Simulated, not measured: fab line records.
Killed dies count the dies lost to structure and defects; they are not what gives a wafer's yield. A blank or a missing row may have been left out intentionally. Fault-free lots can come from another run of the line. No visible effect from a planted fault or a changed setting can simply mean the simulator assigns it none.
A struck lot beside a sound one + flow n5-finfet + 16 steps out of a route of 1938
Sound: wafers L790.1, L790.5, L790.6. Struck: wafer L793.4 (left out: L793.2, L793.5 of the same lot, which were not struck); the cause appears at the end.
Order at every step that has rows: each side's tool, ch and its chambers, its first start. Under that, the readings that differ: sound wafers + struck wafers + difference of the means + sigmas: that difference in standard deviations of wafers without a fault.
alike: same words and numbers on both sides, and readings whose means sit less than 2 such deviations apart. not compared: any withheld reading, any reading some wafer has no value for, any bound like >300 that may hide the same value, and any number with overlapping values for which the record gives no deviation.
A row with sigmas, a row that says differs or no value, or rows on one side alone: a step with any of these is where the two part. When numbers do not overlap yet have no deviation, they are printed without sigmas and do not part them. A reading missing from all wafers of one side parts the sides only when that side holds two or more wafers.

N5_BEOL_M3_ANNEAL_95: time 240 s.
  struck on pvd-sputter-02, day 10 09:35; sound on pvd-sputter-03, day 9 22:14
  alike: heater-power-w
N5_BEOL_M3_SPUTTER_96: material Cu, target thk 4.5 nm, time 8.29 s.
  struck on pvd-sputter-02, day 10 09:44; sound on pvd-sputter-03, day 9 22:22
  alike: chuck-gas-flow-sccm, throttle-valve-pct
then, 1 step without rows for these wafers: N5_BEOL_M3_ECD_50 (material Cu, target thk 300 nm).
N5_BEOL_M3_ANNEAL_51: time 90 s.
  sound on rtp-anneal-01 ch 0, day 9 22:34; struck on rtp-anneal-02 ch 0, day 10 09:58
  alike: anneal-temp-c-max, wafer_temp_C_max
N5_BEOL_M3_CMP_52: polishes, stops on SiOC, t overpolish 6.8 s, target thk 40 nm.
  sound on cmp-01 ch 0,3, day 9 22:52; struck on cmp-03 ch 2, day 10 10:14
  alike: barrier-field-endpoint-s, clearing-platen-down-force-psi, clearing-platen-rpm, motor-current-A, overpolish-run-s, time-to-endpoint-s
N5_BEOL_M3_THK_MEAS_53: measures by xrf.
  struck on film-metro-01, day 10 10:32; sound on film-metro-02, day 9 23:09
| reading     | sound          | struck | difference | sigmas |
|-------------|----------------|--------|------------|--------|
| M3_THK (nm) | 37.1 39.9 37.6 | 42.1   | +3.9       | +2     |
N5_BEOL_M3_PRE_CLEAN_60: time 15 s.
  sound on cvd-co-01 ch 0,1,2, day 9 23:11; struck on cvd-co-01 ch 2, day 10 10:34
  alike: heater-power-w
then, 3 steps without rows for these wafers: N5_BEOL_M3_CO_CAP_55 (material Co, precursor CCTBA/H2, target thk 2 nm, time 102.1 s); N5_BEOL_M3_PRE_CLEAN_56 (time 15 s); N5_BEOL_M3_DEP_57 (deposits SiCN from 3MS/NH3, target thk 8 nm, time 14 s).
N5_BEOL_M3_RS_MEAS_58: uses a four-point probe to measure.
  struck on film-metro-02, day 10 10:48; sound on film-metro-02, day 9 23:25
| reading        | sound          | struck | difference | sigmas |
|----------------|----------------|--------|------------|--------|
| M3_RS (ohm/sq) | 0.73 0.67 0.72 | 0.61   | -0.10      | -2     |
N5_BEOL_M3_INSPECT_59: inspects for defects (darkfield).
  struck on defect-inspect-02, day 10 10:49; sound on defect-inspect-02, day 9 23:26
  alike: raw-defect-count
N5_BEOL_M4_ILD_DEP_00: deposits SiOC from DEMS/O2, target thk 79 nm, time 15.3 s.
  sound on pecvd-03 ch 0,1, day 9 23:29; struck on pecvd-03 ch 0, day 10 10:52
| reading              | sound                | struck | difference | sigmas |
|----------------------|----------------------|--------|------------|--------|
| susceptor-temp-C (C) | 349.99 350.30 350.06 | 351.64 | +1.52      | +8     |
  alike: heater-power-w, showerhead-plenum-p-Torr, throttle-valve-pct
N5_BEOL_M4_THK_MEAS_01:
  struck on film-metro-02, day 10 10:56; sound on film-metro-02, day 9 23:32
  alike: M4_ILD_THK
N5_BEOL_M4_RC_MEAS_101:
  sound on prober-02 ch 0, day 10 08:27; struck on prober-01 ch 0, day 10 22:16
| reading       | sound       | struck | difference | sigmas |
|---------------|-------------|--------|------------|--------|
| ION_P (uA/um) | 455 458 452 | 479    | +24        | +2     |
  alike: DIBL_N, DIBL_P, IOFF_N, IOFF_P, ION_N, SS_N, SS_P, VT_N, VT_P
-- the record jumps here: 4 days lie between the struck wafers' starts before and after (it left off in module BEOL_M4 and takes up again in module PASSIVATION, whose first step shown is number 1936 of the route) --
N5_PASSIVATION_PROBE_49:
  struck on prober-02, day 15 03:54; sound on prober-02, day 14 23:11
| reading                  | sound          | struck | difference | sigmas |
|--------------------------|----------------|--------|------------|--------|
| defect-limited-yield (%) | 88.4 90.2 91.7 | 93.7   | +3.6       | +2     |
| killed-at-other          | 13 13 4        | 0      | -10        | -2     |
| killed-dies              | 137 116 98     | 74     | -43        | -2     |
| killed-open              | 88 63 72       | 49     | -25        | -2     |
| sort_bin_5_function (%)  | 7.4 6.2 5.3    | 3.8    | -2.5       | -3     |
| sort-n-pass              | 1043 1064 1082 | 1106   | +43        | +2     |
| sort-yield-pct (%)       | 88.4 90.2 91.7 | 93.7   | +3.6       | +2     |
  alike: killed_at_M0_to_M3, killed_at_M4_up, killed-at-contacts, killed-at-front-end, killed-short, sort_bin_4_leakage, sort_bin_6_memory, sort_bin_8_speed

## WHERE THEY PART
Earliest at N5_BEOL_M3_THK_MEAS_53; latest, in this record, at N5_PASSIVATION_PROBE_49.

WHY: the cause the simulator had injected
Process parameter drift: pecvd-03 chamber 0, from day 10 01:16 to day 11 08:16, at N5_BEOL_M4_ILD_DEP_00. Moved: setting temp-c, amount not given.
